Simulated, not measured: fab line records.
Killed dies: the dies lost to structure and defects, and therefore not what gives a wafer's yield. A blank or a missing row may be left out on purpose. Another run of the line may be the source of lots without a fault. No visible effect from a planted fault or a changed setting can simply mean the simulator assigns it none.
A struck lot beside a sound one	flow nand_harc	15 steps out of a route of 1302
Sound: the wafers L130.1, L130.2, L130.4. The struck wafers were L141.1, L141.3, L141.5. The cause is named last.
Per side, at each step with rows, come the tool, then ch with its chambers, and then its first start. Under that, the readings that differ: sound wafers	struck wafers	difference of the means	sigmas: that difference in standard deviations of wafers without a fault.
alike: readings with means less than 2 such deviations apart, plus words and numbers identical on both sides. not compared: withheld readings, readings lacking a value on some wafer, bounds such as >300 that could conceal the same value, and numbers that have no deviation in the record and whose values overlap.
A row with sigmas, a row that says differs or no value, or rows on one side alone: a step with any of these is where the two part. Numbers that have no deviation but don't overlap get no sigmas and don't part them. Lack of a reading on every wafer of one side parts them only where that side has two or more wafers.

first, 2 steps without rows for these wafers: NHARC_A_CONTACT_PEB_67 (peb time 65 s); NHARC_A_CONTACT_DEVELOP_68 (develop time 35 s).
NHARC_A_CONTACT_CD_MEAS_69 targets a cd of 300 nm.
  sound on cd_sem-03 ch 0, day 23 16:09; struck on cd_sem-02 ch 0, day 29 07:59
  alike: cd_nm
NHARC_A_CONTACT_OVL_MEAS_70:
  sound on overlay-02 at day 23 16:14; struck on overlay-01 at day 29 08:04
  alike: overlay_x_nm, overlay_y_nm
NHARC_A_CONTACT_INSPECT_71:
  sound on defect_inspect-02 at day 23 16:17; struck on defect_inspect-02 at day 29 08:07
  alike: raw_defect_count
NHARC_A_CONTACT_DESCUM_74: chemistry O2, time 3 s.
  sound on rie_diel-12 ch 0,1,3, day 23 16:20; struck on rie_diel-08 ch 1,2,3, day 29 08:11
  alike: drypump_motor_current_A, oes_product_au, rf_vpp_V, showerhead_plenum_p_Torr, throttle_valve_pct
  not compared: rf_hours_counter_h
NHARC_A_CONTACT_ETCH_75: etches the open film in CF4, target depth 39 nm, time 65 s.
  sound on rie_diel-12 ch 0,2,3, day 23 16:25; struck on rie_diel-08 ch 0,1,2, day 29 08:15
  alike: bias_w, cf4_flow_sccm, drypump_motor_current_A, oes_product_au, rf_vpp_V, showerhead_plenum_p_Torr, throttle_valve_pct
  not compared: rf_hours_counter_h
then, 1 step without rows for these wafers: NHARC_A_CONTACT_ETCH_76 (etches the open film in N2/H2, target depth 260 nm, time 475.3 s).
NHARC_A_CONTACT_ETCH_77: etches the open film in CF4/CHF3, target depth 108.9 nm, time 54.5 s.
  sound: rie_diel-12 ch 1,2,3; struck: rie_diel-08 ch 0,1
reading	sound	struck	difference	sigmas
oes_product_au (a.u.)	0.982 0.961 0.985	0.933 0.935 0.931	-0.043	-2
  alike: bias_w, cf4_flow_sccm, chf3_flow_sccm, drypump_motor_current_A, rf_vpp_V, showerhead_plenum_p_Torr, throttle_valve_pct
  not compared: rf_hours_counter_h
then, 1 step without rows for these wafers: NHARC_A_CONTACT_ETCH_78 (etches the open film in O2/COS, target depth 5300 nm, time 1378 s).
NHARC_A_CONTACT_ETCH_124: etches the open film in C4F8/O2/Ar, time 140 s, target depth 700 nm.
  sound on har_cap_etch-02 ch 0,1, day 23 17:53; struck on har_cap_etch-02 ch 0,1, day 29 09:44
  alike: chamber_pressure_mTorr, oes_air_line_au
  not compared: rf_hours_counter_h
NHARC_A_CONTACT_ETCH_125: etches the open film in C4F8/O2/Ar, time 197 s, target depth 1918 nm.
  sound on har_cap_etch-02 ch 0,1, day 23 18:05; struck on har_cap_etch-02 ch 0,1, day 29 09:56
  alike: chamber_pressure_mTorr, oes_air_line_au
  not compared: rf_hours_counter_h
NHARC_A_CONTACT_ETCH_126: etches the open film in C4F8/O2/Ar, time 197 s, target depth 1918 nm.
  sound on har_cap_etch-02 ch 0,1, day 23 18:16; struck on har_cap_etch-02 ch 0,1, day 29 10:07
  no value came back on the struck wafers for chamber_pressure_mTorr (mTorr), oes_air_line_au (a.u.); on the sound wafers chamber_pressure_mTorr (mTorr) reads 20.015 19.990 19.984
  not compared: rf_hours_counter_h
then, 1 step without rows for these wafers: NHARC_A_CONTACT_ETCH_127 (etches the open film in C4F8/O2/Ar, time 197 s, target depth 1918 nm).
-- break in the record here, with 2 days between the starts of the struck wafers on either side (left off in module A_CONTACT, picked up again in module END, where the first step shown is number 1302 on the route) --
NHARC_END_SORT_01:
  sound on prober-02 ch 0, day 26 02:40; struck on prober-01 ch 0, day 31 15:01
reading	sound	struck	difference	sigmas
hold	- - -	await_dispo/3.7h/scrap await_dispo/3.7h/scrap await_dispo/3.7h/scrap	no value on the sound wafers	
killed_at_array	67 58 80	671 674 672	+604	+34
killed_dies	71 63 83	677 677 677	+605	+32
killed_open	0 3 0	5 5 6	+4	+3
  alike: killed_at_other, killed_at_periphery, killed_short

== WHERE THEY PART ==
First at NHARC_A_CONTACT_ETCH_77; last, within this record, at NHARC_END_SORT_01.

WHY: the cause the simulator had injected
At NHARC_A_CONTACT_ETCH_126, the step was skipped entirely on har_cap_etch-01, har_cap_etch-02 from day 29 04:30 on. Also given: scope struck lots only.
